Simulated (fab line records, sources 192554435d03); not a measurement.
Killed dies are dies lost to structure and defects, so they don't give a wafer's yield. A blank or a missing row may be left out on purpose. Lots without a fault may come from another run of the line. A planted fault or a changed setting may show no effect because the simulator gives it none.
One fault seen from 2 desks | flow n5_finfet | each desk has only its own numbers; what lay behind them comes last

THE METROLOGY DESK
What the gauges read, lot by lot, whatever tool the lot ran on: means of the sampled wafers that have a number. A lot is out of limits, marked OUT, if its mean lies more than 4 standard deviations from the usual mean; the brackets give that distance. Of its 11 readings 7 are shown: those that lie furthest out on some lot.
Columns: A = DIBL_N at N5_BEOL_M4_RC_MEAS_101, usual 36.4 mV/V; B = DIBL_P at N5_BEOL_M4_RC_MEAS_101, usual 36.4 mV/V; C = IOFF_N at N5_BEOL_M4_RC_MEAS_101, usual 0.16 nA/um; D = IOFF_P at N5_BEOL_M4_RC_MEAS_101, usual 0.21 nA/um; E = ION_N at N5_BEOL_M4_RC_MEAS_101, usual 680 uA/um; F = VT_N at N5_BEOL_M4_RC_MEAS_101, usual 249 mV; G = VT_P at N5_BEOL_M4_RC_MEAS_101, usual -250 mV
lot  | first seen here | A    | B    | C    | D    | E   | F   | G
L876 | day 5 16:22     | 37.4 | 35.5 | 0.15 | 0.18 | 682 | 251 | -252
L879 | day 6 16:05     | 35.5 | 36.5 | 0.18 | 0.21 | 693 | 247 | -248
L882 | day 7 08:51     | 35.5 | 34.5 | 0.14 | 0.21 | 681 | 252 | -247
L888 | day 8 20:13     | 35.8 | 34.6 | 0.15 | 0.19 | 679 | 248 | -251
L889 | day 9 00:59     | 36.9 | 36.1 | 0.17 | 0.25 | 689 | 246 | -246
L890 | day 9 08:09     | 36.2 | 37.0 | 0.14 | 0.19 | 672 | 254 | -255
L893 | day 9 23:54     | 36.0 | 37.0 | 0.15 | 0.21 | 668 | 253 | -250
L897 | day 11 06:02    | 39.6 | 40.3 | 0.25 | 0.28 | 702 | 242 | -247
L899 | day 11 12:25    | 36.4 | 36.4 | 0.16 | 0.23 | 678 | 249 | -249
This desk's finding: nothing out of limits on any of the 9 lots.

THE TOOL OWNER'S DESK: rie_diel-01
The tool's own readings at N5_BEOL_M0_ETCH_109 (etches SiCN in CH3F/O2, target depth 8 nm, overetch 2.4 nm, time 27.4 s): means of the sampled wafers that have a number, for each lot that ran on this tool. A lot is out of limits, marked OUT, if its mean lies more than 4 standard deviations from the usual mean; the brackets give that distance.
Columns: A = bias_w at N5_BEOL_M0_ETCH_109, usual 74.99 W; B = drypump_motor_current_A at N5_BEOL_M0_ETCH_109, usual 5.8 A; C = oes_product_au at N5_BEOL_M0_ETCH_109, usual 0.67 a.u.; D = rf_vpp_V at N5_BEOL_M0_ETCH_109, usual 297.1 V; E = showerhead_plenum_p_Torr at N5_BEOL_M0_ETCH_109, usual 1.98 Torr; F = throttle_valve_pct at N5_BEOL_M0_ETCH_109, usual 16.38 %
lot  | first seen here | A               | B   | C    | D               | E    | F
L876 | day 5 17:28     | 74.83           | 5.5 | 0.73 | 297.4           | 2.01 | 16.10
L882 | day 7 11:46     | 75.19           | 5.6 | 0.70 | 297.3           | 2.01 | 16.12
L888 | day 8 22:33     | 88.74 (+60) OUT | 5.6 | 0.72 | 330.4 (+24) OUT | 2.04 | 16.17
L890 | day 9 09:13     | 81.86 (+30) OUT | 5.3 | 0.71 | 314.2 (+12) OUT | 2.01 | 16.29
L899 | day 11 14:49    | 74.92           | 5.9 | 0.67 | 297.1           | 1.99 | 16.03
This desk's finding: out of limits on L888, L890; first on L888, day 8 22:33 (bias_w at N5_BEOL_M0_ETCH_109). In limits: L876, L882, L899.

PUT TOGETHER
The tool owner's desk could have raised an alarm at day 8 22:33, on L888, L890.
The metrology desk saw nothing out of limits.
The metrology desk has L888, L890 on record, within its limits.
Of the lots named, all ran N5_BEOL_M0_ETCH_109 on rie_diel-01.

WHAT THE SIMULATOR HAD PUT IN
Process parameter drift: rie_diel-01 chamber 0, from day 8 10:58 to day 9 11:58, at N5_BEOL_M0_ETCH_109. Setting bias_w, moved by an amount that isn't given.
Lots struck among those shown: L888, L890.
Hours from the fault's start to each desk's first reading out of limits: the tool owner's desk, 12.
